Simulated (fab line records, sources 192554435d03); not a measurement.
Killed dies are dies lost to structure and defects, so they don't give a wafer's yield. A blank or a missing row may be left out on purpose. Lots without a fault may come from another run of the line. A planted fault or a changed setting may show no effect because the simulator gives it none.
One fault seen from 3 desks | flow n5_finfet | each desk has only its own numbers; what lay behind them comes last
Where a reading is given only as a bound, like >300, the bound stands for it, and a mean or a difference that rests on one is marked > or <: the true number lies beyond.

THE TOOL OWNER'S DESK: rie_diel-02
The tool's own readings at N5_DUMMY_GATE_ETCH_37 (etches SOC in N2/H2, target depth 60 nm, overetch 30 nm): means of the sampled wafers that have a number, for each lot that ran on this tool. A lot is out of limits, marked OUT, if its mean lies more than 4 standard deviations from the usual mean; the brackets give that distance. Of its 8 readings 7 are shown: those that lie furthest out on some lot.
Columns: A = drypump_motor_current_A at N5_DUMMY_GATE_ETCH_37, usual 5.7 A; B = h2_flow_sccm at N5_DUMMY_GATE_ETCH_37, usual 200.0 sccm; C = oes_product_au at N5_DUMMY_GATE_ETCH_37, usual 0.63 a.u.; D = rf_fwd_power_W at N5_DUMMY_GATE_ETCH_37, usual 832 W; E = rf_vpp_V at N5_DUMMY_GATE_ETCH_37, usual 524 V; F = showerhead_plenum_p_Torr at N5_DUMMY_GATE_ETCH_37, usual 2.55 Torr; G = throttle_valve_pct at N5_DUMMY_GATE_ETCH_37, usual 17.7 %
lot  | first seen here | A   | B     | C    | D   | E   | F    | G
L374 | day 3 19:25     | 5.7 | 199.7 | 0.62 | 835 | 526 | 2.59 | 17.7
L379 | day 5 03:23     | 5.9 | 200.4 | 0.59 | 835 | 526 | 2.61 | 18.0
L390 | day 7 15:16     | 5.7 | 200.0 | 0.62 | 834 | 521 | 2.48 | 17.7
L391 | day 8 02:57     | 5.6 | 200.6 | 0.61 | 833 | 521 | 2.48 | 17.7
This desk's finding: nothing out of limits on any of the 4 lots.

THE METROLOGY DESK
What the gauges read, lot by lot, whatever tool the lot ran on: means of the sampled wafers that have a number. A lot is out of limits, marked OUT, if its mean lies more than 4 standard deviations from the usual mean; the brackets give that distance. Of its 11 readings 7 are shown: those that lie furthest out on some lot.
Columns: A = GATE_OVL at N5_DUMMY_GATE_OVL_MEAS_16, usual -0.6 nm; B = DIBL_N at N5_BEOL_M4_RC_MEAS_101, usual 37.1 mV/V; C = IOFF_N at N5_BEOL_M4_RC_MEAS_101, usual 0.18 nA/um; D = IOFF_P at N5_BEOL_M4_RC_MEAS_101, usual 0.25 nA/um; E = SS_N at N5_BEOL_M4_RC_MEAS_101, usual 71.7 mV/dec; F = VT_N at N5_BEOL_M4_RC_MEAS_101, usual 249 mV; G = VT_P at N5_BEOL_M4_RC_MEAS_101, usual -248 mV
lot  | first seen here | A    | B    | C    | D    | E    | F   | G
L372 | day 3 03:23     | -0.9 | 37.1 | 0.19 | 0.23 | 71.4 | 248 | -250
L374 | day 3 19:11     | -2.2 | 36.8 | 0.18 | 0.27 | 71.4 | 244 | -244
L375 | day 4 02:33     | -2.0 | 39.6 | 0.19 | 0.29 | 72.0 | 248 | -245
L379 | day 5 03:09     | -1.2 | 40.7 | 0.25 | 0.32 | 72.2 | 244 | -244
L390 | day 7 15:02     | -0.5 | 35.7 | 0.16 | 0.21 | 71.4 | 250 | -252
L391 | day 8 02:43     | -0.9 | 35.4 | 0.14 | 0.20 | 71.5 | 254 | -252
L394 | day 8 16:56     | -0.4 | 39.3 | 0.24 | 0.30 | 72.6 | 244 | -245
This desk's finding: nothing out of limits on any of the 7 lots.

THE DEFECT DESK
What the inspections along the route counted, lot by lot: means of the sampled wafers that have a number. A lot is out of limits, marked OUT, if its mean lies more than 4 standard deviations from the usual mean; the brackets give that distance.
Columns: A = raw_defect_count at N5_DUMMY_GATE_INSPECT_27, usual 301; B = raw_defect_count at N5_SPACER0_INSPECT_04, usual 131; C = raw_defect_count at N5_SD_EPI_N_INSPECT_11, usual 2.1; D = raw_defect_count at N5_SD_EPI_N_INSPECT_26, usual 196
lot  | first seen here | A   | B   | C               | D
L372 | day 3 04:37     | 310 | 134 | 2.7             | 225
L374 | day 3 20:25     | 221 | 105 | 3.0             | 223
L375 | day 4 03:58     | 450 | 171 | 1.3             | 236
L379 | day 5 04:27     | 246 | 125 | 3.0             | 166
L390 | day 7 16:18     | 484 | 250 | 94.0 (+66) OUT  | 314
L391 | day 8 04:05     | 438 | 241 | >101 (>+71) OUT | 280
L394 | day 8 18:10     | 408 | 179 | 3.7             | 248
This desk's finding: out of limits on L390, L391; first on L390, day 7 17:22 (raw_defect_count at N5_SD_EPI_N_INSPECT_11). In limits: L372, L374, L375, L379, L394.

PUT TOGETHER
The defect desk could have raised an alarm at day 7 17:22, on L390, L391.
The tool owner's desk saw nothing out of limits.
The metrology desk saw nothing out of limits.
The tool owner's desk has L390, L391 on record, within its limits.
The metrology desk has L390, L391 on record, within its limits.
Of the lots named, all ran N5_DUMMY_GATE_ETCH_37 on rie_diel-02.

WHAT THE SIMULATOR HAD PUT IN
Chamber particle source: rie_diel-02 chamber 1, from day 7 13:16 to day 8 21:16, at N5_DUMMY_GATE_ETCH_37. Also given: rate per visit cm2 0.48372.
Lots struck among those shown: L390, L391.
Hours from the fault's start to each desk's first reading out of limits: the defect desk, 4.
